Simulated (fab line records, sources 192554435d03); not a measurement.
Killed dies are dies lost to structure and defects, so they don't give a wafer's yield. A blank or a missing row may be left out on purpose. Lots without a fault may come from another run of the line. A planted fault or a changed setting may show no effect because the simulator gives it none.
Which tool did it? | flow n5_finfet | 11 lots, 30 wafers sampled, at 6 steps of a route of 1938

WHAT THE GAUGES READ, wafer by wafer
N5_BEOL_M4_RC_MEAS_101.
lot  | measured     | on        | DIBL_N (mV/V)
L155 | day 9 15:12  | prober-01 | 38.2 38.3 37.6
L166 | day 12 13:04 | prober-02 | 38.8 38.5
L167 | day 12 16:08 | prober-01 | 36.7 33.8 33.4
L168 | day 12 17:50 | prober-02 | 35.9 38.4 35.4
L170 | day 13 08:40 | prober-01 | 34.2 36.4 36.4
L171 | day 13 12:05 | prober-01 | 36.7 35.3
L172 | day 13 17:23 | prober-02 | 35.5 40.2
L173 | day 13 20:51 | prober-02 | 34.3 36.1 33.4
L175 | day 14 09:56 | prober-02 | 37.7 35.9 36.3

WHICH TOOL RAN EACH LOT (tool, then ch and the chambers of the sampled wafers, then the start)
lot  | N5_BEOL_M1_SPUTTER_81        | N5_BEOL_M1_ANNEAL_82         | N5_BEOL_M1_SPUTTER_86        | N5_BEOL_M1_ECD_50              | N5_BEOL_M1_CMP_52
L155 | pvd_sputter-01, day 7 23:12  | pvd_sputter-01, day 7 23:17  | pvd_sputter-01, day 7 23:25  | ecd_cu-02 ch 1, day 8 00:38    | cmp-03 ch 0,1, day 8 01:20
L159 | pvd_sputter-01, day 8 07:38  | pvd_sputter-01, day 8 07:43  | pvd_sputter-01, day 8 07:52  | ecd_cu-02 ch 0, day 8 09:05    | cmp-03 ch 0,1, day 8 09:28
L160 | pvd_sputter-02, day 8 09:36  | pvd_sputter-02, day 8 09:41  | pvd_sputter-02, day 8 09:49  | ecd_cu-02 ch 0,1, day 8 11:02  | cmp-04 ch 1,2,3, day 8 11:25
L166 | pvd_sputter-01, day 10 15:20 | pvd_sputter-01, day 10 15:25 | pvd_sputter-01, day 10 15:34 | ecd_cu-02 ch 1, day 10 16:47   | cmp-02 ch 1,2, day 10 18:53
L167 | pvd_sputter-02, day 10 21:21 | pvd_sputter-02, day 10 21:26 | pvd_sputter-02, day 10 21:34 | ecd_cu-02 ch 0,1, day 10 22:47 | cmp-04 ch 1,3, day 11 00:02
L168 | pvd_sputter-03, day 10 21:27 | pvd_sputter-03, day 10 21:32 | pvd_sputter-03, day 10 21:40 | ecd_cu-01 ch 0,1, day 10 22:53 | cmp-02 ch 0,1,3, day 11 00:20
L170 | pvd_sputter-01, day 11 00:28 | pvd_sputter-01, day 11 00:32 | pvd_sputter-01, day 11 00:41 | ecd_cu-01 ch 0, day 11 01:54   | cmp-02 ch 0,1,3, day 11 02:28
L171 | pvd_sputter-03, day 11 02:56 | pvd_sputter-03, day 11 03:01 | pvd_sputter-03, day 11 03:09 | ecd_cu-02 ch 1, day 11 04:22   | cmp-04 ch 0,1, day 11 05:33
L172 | pvd_sputter-03, day 11 08:49 | pvd_sputter-03, day 11 08:54 | pvd_sputter-03, day 11 09:02 | ecd_cu-02 ch 1, day 11 10:16   | cmp-04 ch 0,1, day 11 11:53
L173 | pvd_sputter-02, day 11 14:55 | pvd_sputter-02, day 11 15:00 | pvd_sputter-02, day 11 15:08 | ecd_cu-01 ch 0,1, day 11 16:22 | cmp-03 ch 2,3, day 11 17:14
L175 | pvd_sputter-02, day 12 08:22 | pvd_sputter-02, day 12 08:27 | pvd_sputter-02, day 12 08:35 | ecd_cu-01 ch 0,1, day 12 09:49 | cmp-02 ch 0,1,2, day 12 10:16
- N5_BEOL_M1_SPUTTER_81: material Cu, target thk 4.5 nm, time 8.29 s.
- N5_BEOL_M1_ANNEAL_82: time 240 s.
- N5_BEOL_M1_SPUTTER_86: material Cu, target thk 4.5 nm, time 8.29 s.
- N5_BEOL_M1_ECD_50: material Cu, target thk 300 nm.
- N5_BEOL_M1_CMP_52: polishes, stops on SiOC, t overpolish 6.8 s, target thk 40 nm.

THE ANSWER, worked out from the rows above alone
Rule: what is usual is taken from the lots themselves. Put in order of their means at a reading, lots are off if they are a third of the lots or fewer, leave a main group of 4 or more, and stand apart from it by a gap of 3 or more times the standard deviation of the main group's means; of several such gaps the widest counts. A main group whose means are all the same, to the digits that the tables above print for the reading, isn't used. A lot without any number at a reading at which 4 lots or more have one is off too. The other lots that the step has rows for count as sound.
No lot is off at any reading shown: from this, nothing can be told.

WHAT THE SIMULATOR HAD PUT IN
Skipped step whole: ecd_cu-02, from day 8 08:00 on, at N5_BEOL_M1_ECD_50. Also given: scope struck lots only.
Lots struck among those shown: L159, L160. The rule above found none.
